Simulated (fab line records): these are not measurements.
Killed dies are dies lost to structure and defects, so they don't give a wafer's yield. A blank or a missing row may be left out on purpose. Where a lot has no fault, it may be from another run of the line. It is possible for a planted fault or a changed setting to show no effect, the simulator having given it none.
Chamber matching ; flow nandHarc ; rieDiel-11 running NHARC_A_CONTACT_ETCH_88: 4 sister chambers
The step etches the open film in CF4, target depth 39 nm, time 65 s. 8 wafers are shown with their chamber, then 12 later ones without.

== WAFERS, EACH WITH ITS CHAMBER ==
wafer;chamber;showerheadPlenumPTorr (Torr);oesProductAu (a.u.)
L084.6;0;1.86;0.976
L082.1;0;1.86;0.975
L081.4;1;1.78;0.992
L085.2;3;1.72;1.019
L085.3;1;1.78;0.997
L087.4;2;1.71;0.973
L087.5;2;1.71;0.967
L087.6;3;1.73;1.020

== WAFERS WITHOUT THEIR CHAMBER ==
wafer;showerheadPlenumPTorr (Torr);oesProductAu (a.u.)
L090.3;1.72;1.019
L090.5;1.72;1.017
L090.6;1.71;0.977
L093.1;1.86;0.993
L093.3;1.71;0.971
L093.4;1.77;0.997
L097.1;1.72;1.019
L097.3;1.86;0.987
L097.6;1.86;0.992
L096.1;1.86;0.982
L096.2;1.71;0.967
L096.4;1.72;1.008

== WHICH CHAMBER EACH ONE RAN IN ==
wafer;from the rows above;in truth
L090.3;3;3
L090.5;3;3
L090.6;2;2
L093.1;0;0
L093.3;2;2
L093.4;1;1
L097.1;3;3
L097.3;0;0
L097.6;0;0
L096.1;0;0
L096.2;2;2
L096.4;3;3
Placed correctly: 12 of 12. Can't be placed from these rows: 0. 0 placed wrongly.
How it was worked out, from the rows above alone: a wafer's distance from a chamber is the root of the sum, over the readings, of the square of ((its reading less the chamber's mean) divided by the reading's scatter). The wafer belongs to the nearest chamber; if the next one is less than 2 further off, it can't be placed. A chamber's mean is the mean of its shown wafers. How the scatter is found: for the shown wafers, subtract from each reading the mean of its chamber, square and add these, divide the total by (wafers less chambers), then take the root.
